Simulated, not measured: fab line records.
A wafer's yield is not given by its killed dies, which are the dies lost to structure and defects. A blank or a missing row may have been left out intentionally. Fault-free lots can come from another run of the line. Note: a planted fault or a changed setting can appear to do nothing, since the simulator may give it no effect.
fab line records + flow nand-harc
record:
- lots: 14
- wafers: 42
- last-day: 24
route steps=1159 shown P_BONDPAD@365 A_SOURCE_PLATE@418
lots that met no fault: taken from a fault-free run of the same line
start-h: hours from the record's opening day to when the first of the lot's shown wafers began + wait-h: hours elapsed since this lot's preceding step + " unchanged from the row above + L1.1+2: several wafers, shown together as one row + - either no value or no given start + * or withheld: withheld + < > ~ a bound
route shown NAME@n: NAME is a module with steps in the file, n the number in the route of the first one + usual: the fault-free wafers' mean and standard deviation + same: alike in all rows + chamber/n: place in a boat + sites: readings site by site + _std_site: how widely they spread, as a standard deviation + _edge_site: the outer-site mean with the inner-site mean subtracted + radius-mm: for every site, how far away it sits from the centre of the wafer + mask NAME#n: copy n + behind: the last tool/chamber to shape the wafer + hold: why the lot was held/for how many hours/how that ended + device: which transistor (n, p or np) failed to switch + end of line: tests of these same wafers at the route's end + where a step has no rows: the recipe by itself + killed: at the first sort, the dies lost to defects and structure; wafer yield is something else + map: the dies of a wafer, with x for killed, . for not killed, _ for no die there
set.NAME: the setting as run; set.NAME@STEP: as run at that earlier step + model.NAME: the simulator's own value behind a step, which no gauge read
one table for each step of the route and one row for each wafer, over a sample of lots
services: a tool's chamber out of use, with start hour (start-h, from the record's first day; less than 0 if before it), hours out, and reason
== steps ==
step: NHARC_P_BONDPAD_OVL_MEAS_38
usual:
- overlay-x-nm: -1/4.9
- overlay-y-nm: 0/4.7
| lot.wafer | tool       | chamber | start-h | wait-h | overlay-x-nm | overlay-y-nm |
|-----------|------------|---------|---------|--------|--------------|--------------|
| L126.2    | overlay-01 | -       | 130.27  | -      | 2            | 1            |
| L126.3    | "          | -       | "       | "      | 1            | 1            |
| L126.6    | "          | -       | "       | "      | 3            | 0            |
| L128.2    | overlay-01 | -       | 138.14  | -      | -4           | 3            |
| L128.4    | "          | -       | "       | "      | -4           | 3            |
| L128.5    | "          | -       | "       | "      | -4           | 3            |
| L131.1    | overlay-01 | -       | 157.38  | -      | -6           | 1            |
| L131.3    | "          | -       | "       | "      | -7           | 2            |
| L131.6    | "          | -       | "       | "      | -7           | 2            |
| L129.1    | overlay-01 | -       | 158.20  | -      | 3            | 2            |
| L129.2    | "          | -       | "       | "      | 4            | 1            |
| L129.6    | "          | -       | "       | "      | 3            | 1            |
| L130.1    | overlay-02 | -       | 158.83  | -      | 3            | -8           |
| L130.2    | "          | -       | "       | "      | 2            | -9           |
| L130.5    | "          | -       | "       | "      | 3            | -9           |
| L132.1    | overlay-02 | -       | 173.64  | -      | 4            | 3            |
| L132.2    | "          | -       | "       | "      | 4            | 2            |
| L132.4    | "          | -       | "       | "      | 4            | 3            |
| L133.1    | overlay-02 | -       | 181.29  | -      | -1           | 9            |
| L133.4    | "          | -       | "       | "      | -1           | 9            |
| L133.5    | "          | -       | "       | "      | -1           | 9            |
| L134.2    | overlay-01 | -       | 182.06  | -      | -14          | -7           |
| L134.3    | "          | -       | "       | "      | -14          | -7           |
| L134.6    | "          | -       | "       | "      | -14          | -7           |
| L142.1    | overlay-02 | -       | 228.59  | -      | 1            | 1            |
| L142.2    | "          | -       | "       | "      | 1            | 1            |
| L142.5    | "          | -       | "       | "      | 2            | 1            |
| L144.1    | overlay-01 | -       | 249.00  | -      | 3            | -5           |
| L144.2    | "          | -       | "       | "      | 4            | -6           |
| L144.4    | "          | -       | "       | "      | 4            | -5           |
| L145.1    | overlay-02 | -       | 250.67  | -      | -4           | -5           |
| L145.3    | "          | -       | "       | "      | -3           | -5           |
| L145.6    | "          | -       | "       | "      | -3           | -4           |
| L146.2    | overlay-01 | -       | 255.13  | -      | -10          | -3           |
| L146.4    | "          | -       | "       | "      | -9           | -3           |
| L146.6    | "          | -       | "       | "      | -9           | -3           |
| L147.2    | overlay-02 | -       | 262.82  | -      | 3            | 1            |
| L147.4    | "          | -       | "       | "      | 3            | 1            |
| L147.5    | "          | -       | "       | "      | 3            | 1            |
| L148.3    | overlay-02 | -       | 270.54  | -      | 1            | -2           |
| L148.4    | "          | -       | "       | "      | 0            | -1           |
| L148.5    | "          | -       | "       | "      | 1            | -2           |
step: NHARC_P_BONDPAD_PRE_CLEAN_26
recipe:
- time-s: 30
- temp-c: 280
- gas: H2/He
usual:
- heater-power-w: 427/33
| lot.wafer | tool           | chamber | start-h | wait-h | heater-power-w |
|-----------|----------------|---------|---------|--------|----------------|
| L126.3    | pvd-sputter-01 | -       | -       | -      | 398            |
| L126.2    | "              | -       | "       | "      | 416            |
| L126.6    | "              | -       | "       | "      | 410            |
| L128.4    | pvd-sputter-03 | -       | -       | -      | 413            |
| L128.2    | "              | -       | "       | "      | 390            |
| L128.5    | "              | -       | "       | "      | 382            |
| L131.1    | pvd-sputter-03 | -       | -       | -      | 473            |
| L131.3    | "              | -       | "       | "      | 398            |
| L131.6    | "              | -       | "       | "      | 475            |
| L129.2    | pvd-sputter-03 | -       | -       | -      | 479            |
| L129.1    | "              | -       | "       | "      | 470            |
| L129.6    | "              | -       | "       | "      | 396            |
| L130.1    | pvd-sputter-03 | -       | -       | -      | 397            |
| L130.2    | "              | -       | "       | "      | 462            |
| L130.5    | "              | -       | "       | "      | 402            |
| L132.2    | pvd-sputter-02 | -       | -       | -      | 438            |
| L132.4    | "              | -       | "       | "      | 405            |
| L132.1    | "              | -       | "       | "      | 409            |
| L133.4    | pvd-sputter-03 | -       | -       | -      | 408            |
| L133.1    | "              | -       | "       | "      | 387            |
| L133.5    | "              | -       | "       | "      | 483            |
| L134.2    | pvd-sputter-03 | -       | -       | -      | 460            |
| L134.3    | "              | -       | "       | "      | 466            |
| L134.6    | "              | -       | "       | "      | 410            |
| L142.1    | pvd-sputter-02 | -       | -       | -      | 450            |
| L142.2    | "              | -       | "       | "      | 436            |
| L142.5    | "              | -       | "       | "      | 414            |
| L144.1    | pvd-sputter-01 | -       | -       | -      | 398            |
| L144.4    | "              | -       | "       | "      | 397            |
| L144.2    | "              | -       | "       | "      | 461            |
| L145.1    | pvd-sputter-01 | -       | -       | -      | 388            |
| L145.3    | "              | -       | "       | "      | 398            |
| L145.6    | "              | -       | "       | "      | 399            |
| L146.4    | pvd-sputter-01 | -       | -       | -      | 454            |
| L146.2    | "              | -       | "       | "      | 412            |
| L146.6    | "              | -       | "       | "      | 415            |
| L147.2    | pvd-sputter-01 | -       | -       | -      | 404            |
| L147.4    | "              | -       | "       | "      | 446            |
| L147.5    | "              | -       | "       | "      | 393            |
| L148.3    | pvd-sputter-03 | -       | -       | -      | 470            |
| L148.4    | "              | -       | "       | "      | 389            |
| L148.5    | "              | -       | "       | "      | 412            |
step: NHARC_P_BONDPAD_PVD_17
recipe:
- target-thk-a: 50
- bias-v: 168.6
- power-w: 15000
- chamber-pressure-pa: 0.12
- time-s: 8.06
- substrate-temp-c: 50
- material: TaN
usual:
- substrate-temp-c: 50.00/0.11
- throttle-valve-pct: 30.3/1.2
| lot.wafer | tool           | chamber | start-h | wait-h | substrate-temp-c | throttle-valve-pct |
|-----------|----------------|---------|---------|--------|------------------|--------------------|
| L126.2    | pvd-sputter-01 | -       | -       | -      | 50.03            | 30.0               |
| L126.3    | "              | -       | "       | "      | 49.96            | 30.0               |
| L126.6    | "              | -       | "       | "      | 49.93            | 31.6               |
| L128.4    | pvd-sputter-03 | -       | -       | -      | 50.11            | 28.4               |
| L128.2    | "              | -       | "       | "      | 50.00            | 28.4               |
| L128.5    | "              | -       | "       | "      | 49.98            | 31.3               |
| L131.1    | pvd-sputter-03 | -       | -       | -      | 50.01            | 28.5               |
| L131.3    | "              | -       | "       | "      | 50.17            | 31.2               |
| L131.6    | "              | -       | "       | "      | 49.93            | 31.0               |
| L129.1    | pvd-sputter-03 | -       | -       | -      | 49.98            | 28.7               |
| L129.2    | "              | -       | "       | "      | 49.89            | 31.4               |
| L129.6    | "              | -       | "       | "      | 50.13            | 28.6               |
| L130.2    | pvd-sputter-03 | -       | -       | -      | 50.05            | 30.8               |
| L130.1    | "              | -       | "       | "      | 50.10            | 31.0               |
| L130.5    | "              | -       | "       | "      | 50.06            | 28.6               |
| L132.1    | pvd-sputter-02 | -       | -       | -      | 50.07            | 31.0               |
| L132.2    | "              | -       | "       | "      | 49.95            | 30.4               |
| L132.4    | "              | -       | "       | "      | 50.17            | 30.0               |
| L133.1    | pvd-sputter-03 | -       | -       | -      | 49.96            | 31.1               |
| L133.4    | "              | -       | "       | "      | 49.86            | 28.3               |
| L133.5    | "              | -       | "       | "      | 49.81            | 28.4               |
| L134.2    | pvd-sputter-03 | -       | -       | -      | 49.98            | 31.1               |
| L134.3    | "              | -       | "       | "      | 49.69            | 28.5               |
| L134.6    | "              | -       | "       | "      | 50.05            | 31.0               |
| L142.2    | pvd-sputter-02 | -       | -       | -      | 49.87            | 30.4               |
| L142.1    | "              | -       | "       | "      | 50.05            | 29.7               |
| L142.5    | "              | -       | "       | "      | 49.87            | 30.4               |
| L144.2    | pvd-sputter-01 | -       | -       | -      | 49.86            | 30.7               |
| L144.4    | "              | -       | "       | "      | 49.85            | 30.2               |
| L144.1    | "              | -       | "       | "      | 49.85            | 31.9               |
| L145.1    | pvd-sputter-01 | -       | -       | -      | 50.11            | 31.9               |
| L145.3    | "              | -       | "       | "      | 50.07            | 31.6               |
| L145.6    | "              | -       | "       | "      | 49.93            | 31.2               |
| L146.4    | pvd-sputter-01 | -       | -       | -      | 50.04            | 31.7               |
| L146.2    | "              | -       | "       | "      | 49.90            | 30.3               |
| L146.6    | "              | -       | "       | "      | 50.10            | 31.3               |
| L147.4    | pvd-sputter-01 | -       | -       | -      | 50.10            | 31.5               |
| L147.2    | "              | -       | "       | "      | 49.99            | 30.5               |
| L147.5    | "              | -       | "       | "      | 49.91            | 32.0               |
| L148.4    | pvd-sputter-03 | -       | -       | -      | 49.98            | 28.3               |
| L148.3    | "              | -       | "       | "      | 50.09            | 28.5               |
| L148.5    | "              | -       | "       | "      | 50.02            | 31.1               |
step: NHARC_A_SOURCE_PLATE_CVD_03
recipe:
- target-thk-a: 2000
- temp-c: 620
- pressure-mtorr: 200
- time-s: 4000
- material: poly-Si
usual:
- pressure-mtorr: 199.9/0.42
- run-length-s: 4001.9/0.62
- spike-tc-upper-C: 620.4/1.1
- zone-power-bottom-pct: 13.2/1.9
| lot.wafer | tool          | chamber | start-h | wait-h | pressure-mtorr | run-length-s | spike-tc-upper-C | zone-power-bottom-pct |
|-----------|---------------|---------|---------|--------|----------------|--------------|------------------|-----------------------|
| L126.2    | lpcvd-poly-04 | 0       | 146.27  | -      | 200.7          | 4001.0       | 621.4            | 14.9                  |
| L126.3    | "             | 0       | "       | "      | 200.2          | 4001.0       | 622.8            | 15.0                  |
| L126.6    | "             | 0       | "       | "      | 200.0          | 4001.0       | 620.4            | 15.1                  |
| L128.2    | lpcvd-poly-03 | 0       | 153.30  | -      | 200.5          | 4002.3       | 620.0            | 13.6                  |
| L128.4    | "             | 0       | "       | "      | 199.9          | 4002.3       | 620.5            | 13.4                  |
| L128.5    | "             | 0       | "       | "      | 200.4          | 4002.3       | 620.1            | 13.3                  |
| L129.1    | lpcvd-poly-01 | 0       | 173.20  | -      | 200.0          | 4002.2       | 620.1            | 10.5                  |
| L129.2    | "             | 0       | "       | "      | 200.4          | 4002.2       | 621.9            | 10.5                  |
| L129.6    | "             | 0       | "       | "      | 200.0          | 4002.2       | 619.9            | 10.5                  |
| L130.1    | lpcvd-poly-01 | 0       | 173.20  | -      | 199.9          | 4002.2       | 619.0            | 10.5                  |
| L130.2    | "             | 0       | "       | "      | 200.0          | 4002.2       | 619.0            | 10.5                  |
| L130.5    | "             | 0       | "       | "      | 199.8          | 4002.2       | 617.0            | 10.5                  |
| L131.1    | lpcvd-poly-01 | 0       | 173.20  | -      | 199.5          | 4002.6       | 621.4            | 10.5                  |
| L131.3    | "             | 0       | "       | "      | 198.6          | 4002.6       | 620.0            | 10.5                  |
| L131.6    | "             | 0       | "       | "      | 199.8          | 4002.6       | 618.9            | 10.6                  |
| L132.1    | lpcvd-poly-01 | 0       | 192.56  | -      | 199.7          | 4002.3       | 618.7            | 10.6                  |
| L132.2    | "             | 0       | "       | "      | 200.6          | 4002.3       | 621.3            | 10.6                  |
| L132.4    | "             | 0       | "       | "      | 199.7          | 4002.3       | 620.4            | 10.5                  |
| L133.1    | lpcvd-poly-04 | -       | 196.75  | -      | -              | -            | -                | -                     |
| L133.4    | "             | -       | "       | "      | -              | -            | -                | -                     |
| L133.5    | "             | -       | "       | "      | -              | -            | -                | -                     |
| L134.2    | lpcvd-poly-04 | -       | 196.75  | -      | -              | -            | -                | -                     |
| L134.3    | "             | -       | "       | "      | -              | -            | -                | -                     |
| L134.6    | "             | -       | "       | "      | -              | -            | -                | -                     |
| L142.1    | lpcvd-poly-03 | 0       | 245.55  | -      | 200.5          | 4002.5       | 619.7            | 13.6                  |
| L142.2    | "             | 0       | "       | "      | 200.3          | 4002.5       | 620.9            | 13.4                  |
| L142.5    | "             | 0       | "       | "      | 200.3          | 4002.5       | 620.1            | 13.5                  |
| L144.1    | lpcvd-poly-04 | 0       | 266.24  | -      | 199.9          | 4001.1       | 620.8            | 15.1                  |
| L144.2    | "             | 0       | "       | "      | 199.9          | 4001.1       | 622.5            | 15.1                  |
| L144.4    | "             | 0       | "       | "      | 200.0          | 4001.1       | 620.0            | 15.2                  |
| L145.1    | lpcvd-poly-04 | 0       | 266.24  | -      | 200.1          | 4001.0       | 619.2            | 14.9                  |
| L145.3    | "             | 0       | "       | "      | 200.2          | 4001.0       | 622.5            | 14.9                  |
| L145.6    | "             | 0       | "       | "      | 199.4          | 4001.0       | 621.4            | 14.8                  |
| L146.2    | lpcvd-poly-04 | 0       | 271.08  | -      | 199.6          | 4001.3       | 621.4            | 15.0                  |
| L146.4    | "             | 0       | "       | "      | 199.2          | 4001.3       | 621.8            | 15.0                  |
| L146.6    | "             | 0       | "       | "      | 199.8          | 4001.3       | 622.0            | 15.2                  |
| L147.2    | lpcvd-poly-04 | 0       | 277.92  | -      | 200.4          | 4001.1       | 619.3            | 15.1                  |
| L147.4    | "             | 0       | "       | "      | 200.4          | 4001.1       | 619.9            | 15.0                  |
| L147.5    | "             | 0       | "       | "      | 200.1          | 4001.1       | 620.1            | 15.2                  |
| L148.3    | lpcvd-poly-03 | 0       | 287.81  | -      | 199.9          | 4002.5       | 618.8            | 13.4                  |
| L148.4    | "             | 0       | "       | "      | 199.7          | 4002.5       | 618.6            | 13.4                  |
| L148.5    | "             | 0       | "       | "      | 199.8          | 4002.5       | 620.0            | 13.7                  |
step: NHARC_A_SOURCE_PLATE_THK_MEAS_06
recipe:
- thk-meas-gauge: ellipsometry
usual:
- thk-nm: 199.3/2.1
| lot.wafer | tool          | chamber | start-h | wait-h | thk-nm |
|-----------|---------------|---------|---------|--------|--------|
| L126.2    | film-metro-01 | -       | 157.39  | 0.4    | 197.0  |
| L126.3    | "             | -       | "       | "      | 196.2  |
| L126.6    | "             | -       | "       | "      | 200.3  |
| L128.2    | film-metro-02 | -       | 164.21  | 0.4    | 200.5  |
| L128.4    | "             | -       | "       | "      | 201.5  |
| L128.5    | "             | -       | "       | "      | 202.3  |
| L129.1    | film-metro-01 | -       | 183.55  | 0.4    | 194.6  |
| L129.2    | "             | -       | "       | "      | 193.6  |
| L129.6    | "             | -       | "       | "      | 194.9  |
| L130.1    | film-metro-02 | -       | 183.55  | 0.4    | 195.3  |
| L130.2    | "             | -       | "       | "      | 197.9  |
| L130.5    | "             | -       | "       | "      | 197.0  |
| L131.1    | film-metro-01 | -       | 183.57  | 0.4    | 198.1  |
| L131.3    | "             | -       | "       | "      | 199.0  |
| L131.6    | "             | -       | "       | "      | 200.2  |
| L132.1    | film-metro-02 | -       | 203.20  | 0.4    | 200.1  |
| L132.2    | "             | -       | "       | "      | 198.7  |
| L132.4    | "             | -       | "       | "      | 199.8  |
| L133.1    | film-metro-01 | -       | 207.29  | 0.4    | 48.6   |
| L133.4    | "             | -       | "       | "      | 51.0   |
| L133.5    | "             | -       | "       | "      | 50.0   |
| L134.2    | film-metro-02 | -       | 207.29  | 0.4    | 48.8   |
| L134.3    | "             | -       | "       | "      | 50.0   |
| L134.6    | "             | -       | "       | "      | 48.3   |
| L142.1    | film-metro-01 | -       | 257.99  | 0.4    | 201.1  |
| L142.2    | "             | -       | "       | "      | 196.2  |
| L142.5    | "             | -       | "       | "      | 198.0  |
| L145.1    | film-metro-02 | -       | 276.77  | 0.4    | 196.7  |
| L145.3    | "             | -       | "       | "      | 198.6  |
| L145.6    | "             | -       | "       | "      | 198.4  |
| L144.1    | film-metro-01 | -       | 276.77  | 0.4    | 199.3  |
| L144.2    | "             | -       | "       | "      | 198.3  |
| L144.4    | "             | -       | "       | "      | 200.3  |
| L146.2    | film-metro-02 | -       | 281.57  | 0.4    | 200.9  |
| L146.4    | "             | -       | "       | "      | 199.2  |
| L146.6    | "             | -       | "       | "      | 202.3  |
| L147.2    | film-metro-01 | -       | 288.20  | 0.4    | 199.5  |
| L147.4    | "             | -       | "       | "      | 196.9  |
| L147.5    | "             | -       | "       | "      | 198.9  |
| L148.3    | film-metro-02 | -       | 298.38  | 0.4    | 200.8  |
| L148.4    | "             | -       | "       | "      | 199.0  |
| L148.5    | "             | -       | "       | "      | 200.9  |
== services ==
| tool           | chamber | start-h | hours | kind   |
|----------------|---------|---------|-------|--------|
| lpcvd-poly-01  | -       | 108.00  | 26.0  | pm     |
| pvd-sputter-03 | -       | 144.05  | 0.7   | repair |
| pvd-sputter-01 | -       | 158.00  | 10.0  | pm     |
| pvd-sputter-02 | -       | 214.12  | 10.0  | pm     |
| pvd-sputter-03 | -       | 280.00  | 10.0  | pm     |
== key ==
first-sign:
- step: NHARC_A_SOURCE_PLATE_CVD_03
- reading: tool-record
- direction: missing
effect:
- step: NHARC_A_SOURCE_PLATE_THK_MEAS_06
- reading: thk-nm
- direction: down
- sigmas: 73
- usual: 199.3
- struck: 49.4
met-at NHARC_A_SOURCE_PLATE_CVD_03
struck-lots L133,L134
later-rows-left-out L133.1,L133.4,L133.5,L134.2,L134.3,L134.6
sort-left-out L133.1,L133.4,L133.5,L134.2,L134.3,L134.6
tester-left-out L133,L134
not-acting-at NHARC_P_BONDPAD_OVL_MEAS_38,NHARC_P_BONDPAD_PRE_CLEAN_26,NHARC_P_BONDPAD_PVD_17
onset-between 146.27 196.75
fault:
- kind: skipped-step-whole
- tool: lpcvd-poly-04
- chamber: -
- onset-h: 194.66
- steps: NHARC_A_SOURCE_PLATE_CVD_03
- scope: struck-lots-only
tester-left-out: of these lots the tester's yield and bins aren't shown, on N5 and GAA mostly nor the transistor test; their killed dies are dies lost to structure and defects alone, not to doping, threshold or leakage, so they don't give the yield
sort-left-out: the simulated sort isn't trusted on such a fault, so these wafers' sort isn't shown, and their yield isn't known
later-rows-left-out: the simulator's readings of these wafers behind a module that went badly wrong aren't trusted and aren't shown, but for the sort
